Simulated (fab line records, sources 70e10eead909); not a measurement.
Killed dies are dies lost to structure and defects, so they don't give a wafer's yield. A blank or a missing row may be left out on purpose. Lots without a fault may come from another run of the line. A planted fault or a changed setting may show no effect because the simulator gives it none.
Which tool did it? | flow nand_harc | 13 lots, 39 wafers sampled, at 6 steps of a route of 1159

WHAT THE GAUGES READ, wafer by wafer
NHARC_P_ZERO_WELL_CD_MEAS_37: target cd 720 nm.
lot  | measured    | on        | cd_nm (nm)
L310 | day 1 16:16 | cd_sem-01 | 721.6 723.7 722.2
L311 | day 1 22:11 | cd_sem-02 | 719.7 717.2 718.3
L315 | day 2 22:00 | cd_sem-02 | - - -
L324 | day 5 04:08 | cd_sem-01 | 722.8 720.1 720.9
L325 | day 5 10:08 | cd_sem-01 | 724.8 723.6 724.6
L326 | day 5 16:08 | cd_sem-01 | 723.5 723.9 722.1
L327 | day 5 22:44 | cd_sem-02 | 721.8 718.6 716.4
L328 | day 6 04:03 | cd_sem-02 | 717.5 718.0 720.0
L329 | day 6 10:14 | cd_sem-03 | 721.3 719.8 720.0
L330 | day 6 16:04 | cd_sem-02 | 724.9 723.2 721.9
L331 | day 6 22:15 | cd_sem-01 | 718.0 722.2 723.3
L332 | day 7 04:06 | cd_sem-03 | 722.4 718.7 718.9
L333 | day 7 10:14 | cd_sem-03 | 720.2 719.0 717.5

NHARC_P_GATE_OVL_MEAS_27.
lot  | measured     | on         | overlay_x_nm (nm) | overlay_y_nm (nm)
L310 | day 4 18:12  | overlay-01 | 1.2 0.9 1.1       | 0.5 0.9 0.2
L311 | day 4 22:38  | overlay-02 | 0.4 1.0 1.1       | 0.4 0.2 0.3
L324 | day 8 10:43  | overlay-01 | 0.8 0.2 0.4       | 0.3 0.3 0.6
L325 | day 8 10:11  | overlay-01 | 1.3 0.9 1.5       | -2.1 -2.2 -1.3
L326 | day 9 02:23  | overlay-01 | 0.5 0.3 0.6       | -1.3 -1.4 -1.7
L327 | day 9 02:14  | overlay-02 | -0.2 -0.6 0.1     | 0.0 0.6 0.2
L328 | day 9 04:52  | overlay-01 | 1.0 1.3 0.7       | -0.6 -1.0 -1.4
L329 | day 9 13:54  | overlay-01 | -1.5 -1.3 -0.7    | 0.3 0.5 0.1
L330 | day 9 14:05  | overlay-02 | -0.7 -1.2 -1.2    | 0.6 0.8 0.0
L331 | day 9 21:16  | overlay-01 | -0.4 -0.1 0.2     | 0.3 0.4 0.3
L332 | day 10 08:43 | overlay-01 | 0.3 0.1 0.6       | -0.7 -0.7 -1.1
L333 | day 10 08:23 | overlay-02 | 0.4 1.0 0.5       | 1.1 1.7 1.1

NHARC_P_GATE_CD_MEAS_46: target cd 720 nm.
lot  | measured     | on        | cd_nm (nm)
L310 | day 5 06:10  | cd_sem-03 | 718.2 717.5 718.6
L311 | day 5 10:23  | cd_sem-03 | 720.5 721.8 720.3
L324 | day 8 22:37  | cd_sem-01 | 722.9 722.5 721.2
L325 | day 8 21:55  | cd_sem-02 | 721.4 721.6 722.5
L326 | day 9 14:14  | cd_sem-03 | 717.6 720.7 716.2
L327 | day 9 17:56  | cd_sem-01 | 720.1 717.7 717.1
L328 | day 9 17:47  | cd_sem-01 | 718.8 717.6 719.3
L329 | day 10 02:20 | cd_sem-01 | 722.4 718.9 720.2
L330 | day 10 02:34 | cd_sem-03 | 720.0 719.9 719.4
L331 | day 10 09:17 | cd_sem-03 | 715.9 718.2 719.0
L332 | day 10 20:38 | cd_sem-02 | 717.9 721.5 720.2
L333 | day 10 20:12 | cd_sem-03 | 719.3 717.6 719.6

NHARC_END_SORT_01.
lot  | measured     | on        | killed_at_array | killed_at_other | killed_at_periphery | killed_dies | killed_open | killed_short
L315 | day 21 17:43 | prober-02 | 30 31 22        | 1 0 1           | 646 646 654         | 677 677 677 | 3 4 3       | 2 2 4

WHICH TOOL RAN EACH LOT (tool, then ch and the chambers of the sampled wafers, then the start)
lot  | NHARC_P_ZERO_WELL_DESCUM_26       | NHARC_P_ZERO_WELL_EXPOSE_34
L310 | rie_diel-07 ch 0,1,3, day 1 14:47 | krf_scanner-01 ch 0, day 1 16:07
L311 | rie_diel-09 ch 0,2,3, day 1 20:50 | krf_scanner-01 ch 0, day 1 22:02
L315 | rie_diel-07 ch 0,1,3, day 2 20:32 | krf_scanner-02 ch 0, day 2 21:51
L324 | rie_diel-07 ch 1,2, day 5 02:40   | krf_scanner-02 ch 0, day 5 03:59
L325 | rie_diel-10 ch 1,2,3, day 5 08:38 | krf_scanner-04 ch 0, day 5 09:59
L326 | rie_diel-10 ch 0,1, day 5 14:41   | krf_scanner-01 ch 0, day 5 15:59
L327 | rie_diel-07 ch 0,1,3, day 5 21:22 | krf_scanner-01 ch 0, day 5 22:34
L328 | rie_diel-10 ch 1,2,3, day 6 02:34 | krf_scanner-04 ch 0, day 6 03:53
L329 | rie_diel-10 ch 2,3, day 6 08:46   | krf_scanner-02 ch 0, day 6 10:05
L330 | rie_diel-10 ch 1,2,3, day 6 14:40 | krf_scanner-02 ch 0, day 6 15:55
L331 | rie_diel-07 ch 0,2, day 6 20:47   | krf_scanner-04 ch 0, day 6 22:05
L332 | rie_diel-10 ch 1,2,3, day 7 02:38 | krf_scanner-02 ch 0, day 7 03:57
L333 | rie_diel-10 ch 0,1,3, day 7 08:46 | krf_scanner-01 ch 0, day 7 10:05
- NHARC_P_ZERO_WELL_DESCUM_26: chemistry O2, time 3 s.
- NHARC_P_ZERO_WELL_EXPOSE_34: exposes mask P PWELL, target cd 720 nm.

WHAT THE TOOLS THEMSELVES READ (means of the sampled wafers that have a number; where no wafer has one, the mark that the record gives instead)
NHARC_P_ZERO_WELL_DESCUM_26.
lot  | tool        | drypump_motor_current_A (A) | o2_flow_sccm (sccm) | oes_product_au (a.u.) | rf_vpp_V (V) | showerhead_plenum_p_Torr (Torr) | throttle_valve_pct (%)
L310 | rie_diel-07 | 5.7                         | 200.5               | 0.999                 | 58.0         | 1.86                            | 11.315
L311 | rie_diel-09 | 6.0                         | 199.9               | 1.002                 | 58.1         | 1.88                            | 11.317
L315 | rie_diel-07 | 5.7                         | 199.9               | 0.993                 | 57.4         | 1.86                            | 11.322
L324 | rie_diel-07 | 5.3                         | 199.7               | 1.015                 | 57.5         | 1.86                            | 11.310
L325 | rie_diel-10 | 5.7                         | 199.7               | 1.010                 | 57.0         | 1.94                            | 11.305
L326 | rie_diel-10 | 5.8                         | 200.5               | 1.002                 | 58.7         | 2.02                            | 11.307
L327 | rie_diel-07 | 5.7                         | 200.5               | 1.006                 | 57.9         | 1.86                            | 11.316
L328 | rie_diel-10 | 5.7                         | 199.7               | 1.006                 | 57.6         | 1.94                            | 11.311
L329 | rie_diel-10 | 5.6                         | 200.3               | 1.020                 | 58.0         | 1.93                            | 11.308
L330 | rie_diel-10 | 5.7                         | 200.6               | 1.001                 | 58.5         | 1.94                            | 11.313
L331 | rie_diel-07 | 5.3                         | 199.7               | 1.018                 | 58.0         | 1.82                            | 11.313
L332 | rie_diel-10 | 5.7                         | 199.9               | 1.005                 | 57.7         | 1.94                            | 11.319
L333 | rie_diel-10 | 6.0                         | 199.6               | 0.998                 | 58.2         | 1.95                            | 11.308

THE ANSWER, worked out from the rows above alone
Rule: what is usual is taken from the lots themselves. Put in order of their means at a reading, lots are off if they are a third of the lots or fewer, leave a main group of 4 or more, and stand apart from it by a gap of 3 or more times the standard deviation of the main group's means; of several such gaps the widest counts. A main group whose means are all the same, to the digits that the tables above print for the reading, isn't used. A lot without any number at a reading at which 4 lots or more have one is off too. The other lots that the step has rows for count as sound. The gauges are gone through in route order, then the tools' own readings, and for those a lot's mean is taken as printed above. The first step at which some lot is off is used, and at that step the reading that is off furthest; a lot without a number counts as furthest.
Off: L315, at NHARC_P_ZERO_WELL_CD_MEAS_37 (cd_nm). Without a number there: L315. The main group: mean 720.9 nm, standard deviation 2.
A tool fits if, at a process step before that reading, it ran every lot that is off, and no sound lot after the first of them. The gauges at NHARC_P_ZERO_WELL_CD_MEAS_37 are tried like those tools. None of those tried fits.

WHAT THE SIMULATOR HAD PUT IN
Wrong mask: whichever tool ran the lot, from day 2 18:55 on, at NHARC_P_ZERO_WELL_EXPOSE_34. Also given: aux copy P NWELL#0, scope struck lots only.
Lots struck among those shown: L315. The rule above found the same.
